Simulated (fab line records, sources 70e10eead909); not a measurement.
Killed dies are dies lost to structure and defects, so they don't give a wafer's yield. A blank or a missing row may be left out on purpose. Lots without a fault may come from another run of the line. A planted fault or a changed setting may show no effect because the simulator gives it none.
Tool commonality check | flow nand_harc | 2 lots, 6 wafers sampled

WHY IT WAS OPENED
At NHARC_END_SORT_01 the reading killed_at_array is flagged on 2 of 2 lots. Wafers without a fault read 51, standard deviation 18.
Rule: a lot is flagged when every wafer of it that has a number lies more than 4 standard deviations from that mean, or none has a number. The other lots count as sound.

lot  | measured     | on        | killed_at_array, wafer by wafer | flag
L321 | day 29 10:55 | prober-02 | 671 670 671                     | FLAGGED
L320 | day 29 11:43 | prober-01 | 677 672 674                     | FLAGGED
The numbers of the flagged lots are 672 on average: +622 against the usual, or +35 standard deviations.

WHICH TOOL RAN EACH LOT
The record holds 3 process steps before the reading, out of a route of 1302 steps. In each cell: the tool, then ch and the chambers that the sampled wafers went through, then the start.
lot  | flag    | NHARC_A_BLC_PVD_32           | NHARC_THIN_TSV_ETCHBACK_48 | NHARC_THIN_TSV_ETCH_59
L321 | FLAGGED | pvd_sputter-03, day 27 16:23 | no row                     | no row
L320 | FLAGGED | pvd_sputter-03, day 27 15:41 | no row                     | no row
What these steps do:
- NHARC_A_BLC_PVD_32: deposits Ti, target thk 5 nm, time 17.7 s.
- NHARC_THIN_TSV_ETCHBACK_48: etches the open film in C4F8/Ar, target depth 1028.5 nm, time 405.17 s.
- NHARC_THIN_TSV_ETCH_59: etches the open film in Cl2/BCl3, target depth 880 nm, time 138.1 s.
- NHARC_END_SORT_01

FLAGGED OVER TOTAL, TOOL BY TOOL (the gauges that took the reading come last)
step               | tool           | lots run | flagged | share of the flagged lots | sound lots run after its first flagged lot
NHARC_A_BLC_PVD_32 | pvd_sputter-03 | 2        | 2       | all                       | 0
NHARC_END_SORT_01  | prober-01      | 1        | 1       | some                      | 0
NHARC_END_SORT_01  | prober-02      | 1        | 1       | some                      | 0

WHAT THE TABLE ALLOWS
1 row of the table ran every flagged lot: pvd_sputter-03 at NHARC_A_BLC_PVD_32.
- pvd_sputter-03 at NHARC_A_BLC_PVD_32: 2 of its 2 lots flagged. It ran no sound lot before its first flagged lot in this sample, so the start can't be narrowed down.
One tool is left: pvd_sputter-03 at NHARC_A_BLC_PVD_32.

WHAT THE SIMULATOR HAD PUT IN
Process parameter drift: pvd_sputter-03, from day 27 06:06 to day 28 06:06, at NHARC_A_BLC_PVD_32. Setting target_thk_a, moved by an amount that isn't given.
Lots struck among those shown: L321, L320. The rule above found the same.
